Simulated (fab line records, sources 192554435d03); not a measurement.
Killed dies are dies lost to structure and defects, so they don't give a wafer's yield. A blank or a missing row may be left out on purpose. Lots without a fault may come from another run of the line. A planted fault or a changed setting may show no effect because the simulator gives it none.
Split-lot experiment | flow n5_finfet | 7 lots, 21 wafers read, on a route of 1938 steps

THE SPLIT
At N5_BEOL_M9_TRENCH_ETCH_37 (etches SiCOH lowk in C4F6/O2, target depth 151.43 nm, time 49 s), the setting bias_w was moved away from the recipe's 185 W on 9 of the 21 wafers read, by -15.5% to -5.0%. The other wafers ran this setting at the recipe's value.

The reading is taken at the split's own step.

THE READING
rf_vpp_V, in V, at N5_BEOL_M9_TRENCH_ETCH_37 (etches SiCOH lowk in C4F6/O2, target depth 151.43 nm, time 49 s). Fault-free wafers of this fab line usually give 665 V, standard deviation 10 V.

wafer  | tool, chamber at the split | bias_w as run, W | against the recipe | rf_vpp_V, V | against lot-mates on the recipe
L076.2 | rie_diel-04, 3             | 185              | recipe             | 654         | -
L076.4 | rie_diel-04, 1             | 172.9            | -6.5%              | 631         | -23
L076.6 | rie_diel-04, 1             | 172.9            | -6.5%              | 631         | -23
L078.1 | rie_diel-04, 3             | 185              | recipe             | 652         | -
L078.2 | rie_diel-04, 1             | 185              | recipe             | 667         | -
L078.6 | rie_diel-04, 0             | 169.9            | -8.2%              | 613         | -46
L082.3 | rie_diel-02, 3             | 185              | recipe             | 670         | -
L082.4 | rie_diel-02, 2             | 185              | recipe             | 670         | -
L082.5 | rie_diel-02, 1             | 185              | recipe             | 657         | -
L083.1 | rie_diel-02, 0             | 175.7            | -5.0%              | 634         | -36
L083.2 | rie_diel-02, 2             | 185              | recipe             | 670         | -
L083.5 | rie_diel-02, 2             | 175.7            | -5.0%              | 643         | -27
L089.2 | rie_diel-04, 0             | 185              | recipe             | 656         | -
L089.3 | rie_diel-04, 1             | 156.3            | -15.5%             | 582         | -72
L089.4 | rie_diel-04, 3             | 185              | recipe             | 652         | -
L092.1 | rie_diel-02, 3             | 185              | recipe             | 670         | -
L092.2 | rie_diel-02, 2             | 185              | recipe             | 671         | -
L092.4 | rie_diel-02, 1             | 185              | recipe             | 658         | -
L096.1 | rie_diel-06, 2             | 165.6            | -10.5%             | 614         | no lot-mate on the recipe
L096.2 | rie_diel-06, 1             | 165.6            | -10.5%             | 604         | no lot-mate on the recipe
L096.3 | rie_diel-06, 0             | 165.6            | -10.5%             | 600         | no lot-mate on the recipe

THE FIT
A straight line over all 21 wafers: rf_vpp_V changes by +5.28 V for each +1% of bias_w; r = +0.97; the points scatter about the line by 7 V.
The same after taking each lot's own level away (the mean of its wafers on the recipe; 18 wafers): +4.73 V for each +1%; r = +0.96; scatter 6.5 V.
On that fit, the largest move of bias_w shifts the reading by 73 V.
The lots' own levels span 654.0 to 670.0 V, that is 1.6 times the standard deviation above.
So the lot-to-lot level changes the slope: the two fits differ.
Check: with one of the wafers moved furthest among these (-15.5%) left out of the fit, the line predicts -76.1 V for it against its lot-mates. It came out at -72 V against them.
Tool readings at the split's step, against how far the setting was moved: rf_vpp_V r = +0.97.

OTHER SPLITS ON THESE WAFERS
These wafers also went through other splits before the reading. Each is held against what the fit with the lots' levels taken away leaves over:
other split on the same wafers | wafers away from the commonest value | r with rf_vpp_V (lot level and that fit taken away)
N5_BEOL_M8_EXPOSE_25 dose_mj   | 9                                    | -0.11

THE FILE'S OWN FIT
rf_vpp_V changes by +4.8 V for each +1% of bias_w, r = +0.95.
